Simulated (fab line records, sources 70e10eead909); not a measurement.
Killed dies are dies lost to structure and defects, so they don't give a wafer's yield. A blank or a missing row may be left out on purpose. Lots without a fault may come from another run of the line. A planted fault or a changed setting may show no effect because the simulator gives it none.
Chamber matching | flow nand_harc | NHARC_A_CHANNEL_FILL_D1_ETCHBACK_20 on rie_diel-06: 4 sister chambers
The step etches the open film in C4F8/O2/Ar, target depth 27 nm, time 13.5 s. 4 wafers are shown with their chamber, then 10 later ones without.

WAFERS WITH THEIR CHAMBER
wafer  | chamber | rf_vpp_V (V)
L086.4 | 0       | 976
L086.6 | 3       | 971
L091.2 | 1       | 978
L091.3 | 2       | 982

WAFERS WITHOUT THEIR CHAMBER
wafer  | rf_vpp_V (V)
L091.4 | 972
L092.1 | 973
L092.2 | 982
L092.6 | 972
L092.3 | 977
L092.4 | 978
L092.5 | 983
L096.3 | 982
L096.4 | 975
L096.6 | 973

WHICH CHAMBER EACH WENT THROUGH
wafer  | from the rows above     | in truth
L091.4 | 3                       | 3
L092.1 | can't be placed: 3 or 0 | 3
L092.2 | 2                       | 2
L092.6 | 3                       | 3
L092.3 | can't be placed: 0 or 1 | 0
L092.4 | can't be placed: 1 or 0 | 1
L092.5 | 2                       | 2
L096.3 | 2                       | 2
L096.4 | can't be placed: 0 or 1 | 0
L096.6 | can't be placed: 3 or 0 | 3
Placed correctly: 5 of 10. Can't be placed from these rows: 5 (the true chamber is among the candidates in 5). Placed wrongly: 0.
How it was worked out, from the rows above alone: a wafer's distance from a chamber is the root of the sum, over the readings, of the square of ((its reading less the chamber's mean) divided by the reading's scatter). The wafer belongs to the nearest chamber; if the next one is less than 2 further off, it can't be placed. A chamber's mean is the mean of its shown wafers. The scatter: with one shown wafer a chamber, the root of the mean of the squares of how far each hidden wafer lies from its nearest shown one.
